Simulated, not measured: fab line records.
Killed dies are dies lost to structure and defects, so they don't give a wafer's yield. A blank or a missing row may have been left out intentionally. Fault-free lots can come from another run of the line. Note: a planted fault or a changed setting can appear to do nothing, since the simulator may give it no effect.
Matching of chambers | flow n5Finfet | 4 sister chambers for N5_BEOL_M11_ETCH_61 on rieDiel-02
The step etches SiARC in CF4, target depth 39 nm, time 65 s. 16 wafers are shown with their chamber, then 8 later ones without.

== WAFERS PAIRED WITH THEIR CHAMBERS ==
wafer  | chamber | drypumpMotorCurrentA (A) | showerheadPlenumPTorr (Torr) | throttleValvePct (%)
L266.1 | 0       | 5.6                      | 2.09                         | 15.47
L266.3 | 2       | 6.0                      | 2.22                         | 15.78
L266.5 | 0       | 5.7                      | 2.09                         | 15.45
L267.1 | 1       | 6.3                      | 2.18                         | 15.34
L267.3 | 2       | 6.0                      | 2.22                         | 15.78
L267.5 | 1       | 6.3                      | 2.18                         | 15.35
L268.5 | 1       | 6.3                      | 2.18                         | 15.34
L268.6 | 2       | 6.0                      | 2.22                         | 15.79
L269.5 | 2       | 6.0                      | 2.21                         | 15.80
L280.3 | 0       | 5.6                      | 2.08                         | 15.52
L280.4 | 1       | 6.3                      | 2.17                         | 15.39
L280.5 | 1       | 6.3                      | 2.17                         | 15.40
L279.1 | 1       | 6.3                      | 2.17                         | 15.41
L279.2 | 0       | 5.6                      | 2.08                         | 15.51
L279.6 | 3       | 5.8                      | 2.06                         | 16.07
L278.1 | 0       | 5.6                      | 2.08                         | 15.54

SIGNATURES (averages over the wafers above)
reading               | chamber 0 | chamber 1 | chamber 2 | chamber 3 | scatter within a chamber
drypumpMotorCurrentA  | 5.620     | 6.300     | 6.000     | 5.800     | 0.0258
showerheadPlenumPTorr | 2.0840    | 2.1750    | 2.2175    | 2.0600    | 0.00536
throttleValvePct      | 15.4980   | 15.3717   | 15.7875   | 16.0700   | 0.0301
Rule: distance of a wafer from a chamber = root of the sum over the readings of ((wafer's reading minus chamber's mean) / reading's scatter) squared. The wafer belongs to the nearest chamber; if the next one is less than 2 further off, it can't be placed. The scatter: take each reading less its chamber's mean, square it, sum over the shown wafers, divide by the number of wafers less the number of chambers, and take the root.

== WAFERS WHOSE CHAMBER IS MISSING ==
wafer  | drypumpMotorCurrentA (A) | showerheadPlenumPTorr (Torr) | throttleValvePct (%)
L278.3 | 6.3                      | 2.17                         | 15.41
L278.6 | 6.0                      | 2.21                         | 15.86
L281.1 | 5.6                      | 2.08                         | 15.54
L281.2 | 6.0                      | 2.21                         | 15.84
L281.3 | 6.4                      | 2.17                         | 15.39
L282.4 | 6.4                      | 2.17                         | 15.42
L282.5 | 6.3                      | 2.17                         | 15.42
L282.6 | 6.1                      | 2.20                         | 15.85

== THE CHAMBER EACH PASSED THROUGH ==
wafer  | from the rows above | in truth
L278.3 | 1                   | 1
L278.6 | 2                   | 2
L281.1 | 0                   | 0
L281.2 | 2                   | 2
L281.3 | 1                   | 1
L282.4 | 1                   | 1
L282.5 | 1                   | 1
L282.6 | 2                   | 2
Placed correctly: 8 of 8. Not placeable from these rows: 0. 0 placed wrongly.
